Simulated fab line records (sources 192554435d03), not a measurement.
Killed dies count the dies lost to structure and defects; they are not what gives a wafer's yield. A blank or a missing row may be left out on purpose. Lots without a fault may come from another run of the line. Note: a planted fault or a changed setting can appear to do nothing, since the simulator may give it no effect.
Matching of chambers	flow n5_finfet	N5_BEOL_M0_CO_CAP_123 on cvd_co-01 has 3 sister chambers
The step material Co, precursor CCTBA/H2, target thk 2 nm, time 102.1 s. 36 wafers are shown with their chamber, then 12 later ones without.

== WAFERS, EACH WITH ITS CHAMBER ==
wafer	chamber	heater_power_w (W)
L076.2	1	248
L076.3	0	254
L076.6	1	236
L077.1	0	258
L077.2	2	193
L077.4	0	265
L079.1	2	192
L079.3	1	245
L079.5	0	259
L082.2	1	246
L082.3	2	191
L082.6	0	258
L084.1	0	252
L084.2	1	242
L084.3	2	193
L084.4	0	252
L084.5	2	191
L084.6	1	248
L086.1	2	190
L086.2	1	241
L086.5	0	248
L087.1	2	190
L087.2	1	245
L087.3	0	260
L087.4	1	237
L087.5	2	189
L087.6	0	259
L088.1	2	197
L088.2	1	237
L088.3	0	258
L088.4	1	245
L088.5	0	259
L088.6	2	192
L089.2	1	242
L089.4	2	188
L089.6	0	263

SIGNATURES (averages over the wafers above)
reading	chamber 0	chamber 1	chamber 2	scatter within a chamber
heater_power_w	257.31	242.67	191.45	3.96
Rule: distance of a wafer from a chamber = root of the sum over the readings of ((wafer's reading minus chamber's mean) / reading's scatter) squared. If the next closest chamber is less than 2 further off than the closest, the wafer can't be placed; otherwise it belongs to the closest. The scatter is the square root of a quotient: the sum, over the shown wafers, of each reading's squared deviation from its chamber's mean, divided by wafers minus chambers.

== WAFERS WHOSE CHAMBER IS MISSING ==
wafer	heater_power_w (W)
L091.4	256
L091.5	197
L091.6	245
L093.1	236
L093.3	261
L093.4	198
L096.1	194
L096.4	247
L096.5	199
L097.1	195
L097.4	262
L097.6	242

== WHICH CHAMBER EACH WENT THROUGH ==
wafer	from the rows above	in truth
L091.4	0	0
L091.5	2	2
L091.6	1	1
L093.1	1	1
L093.3	0	0
L093.4	2	2
L096.1	2	2
L096.4	can't be placed: 1 or 0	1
L096.5	2	2
L097.1	2	2
L097.4	0	0
L097.6	1	1
11 of 12 placed correctly. Cannot be placed on the basis of these rows: 1; the candidates contain the true chamber in 1. Placed wrongly: 0.
